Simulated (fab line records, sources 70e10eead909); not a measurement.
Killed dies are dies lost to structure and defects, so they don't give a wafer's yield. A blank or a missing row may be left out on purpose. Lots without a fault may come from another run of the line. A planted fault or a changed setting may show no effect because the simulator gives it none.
Chamber matching | flow nand_harc | NHARC_A_STAIRCASE_DESCUM_312 on rie_diel-03: 4 sister chambers
The step chemistry O2, time 3 s. 4 wafers are shown with their chamber, then 8 later ones without.

WAFERS WITH THEIR CHAMBER
wafer  | chamber | showerhead_plenum_p_Torr (Torr)
L089.1 | 1       | 1.76
L089.3 | 3       | 1.95
L089.4 | 2       | 1.93
L090.2 | 0       | 1.82

WAFERS WITHOUT THEIR CHAMBER
wafer  | showerhead_plenum_p_Torr (Torr)
L090.3 | 1.93
L090.6 | 1.76
L091.2 | 1.94
L091.3 | 1.92
L091.6 | 1.94
L095.1 | 1.76
L095.4 | 1.94
L095.5 | 1.94

WHICH CHAMBER EACH WENT THROUGH
wafer  | from the rows above     | in truth
L090.3 | 2                       | 2
L090.6 | 1                       | 1
L091.2 | can't be placed: 2 or 3 | 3
L091.3 | 2                       | 2
L091.6 | can't be placed: 2 or 3 | 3
L095.1 | 1                       | 1
L095.4 | can't be placed: 2 or 3 | 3
L095.5 | can't be placed: 2 or 3 | 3
Placed correctly: 4 of 8. Can't be placed from these rows: 4 (the true chamber is among the candidates in 4). Placed wrongly: 0.
How it was worked out, from the rows above alone: a wafer's distance from a chamber is the root of the sum, over the readings, of the square of ((its reading less the chamber's mean) divided by the reading's scatter). The wafer belongs to the nearest chamber; if the next one is less than 2 further off, it can't be placed. A chamber's mean is the mean of its shown wafers. The scatter: with one shown wafer a chamber, the root of the mean of the squares of how far each hidden wafer lies from its nearest shown one.
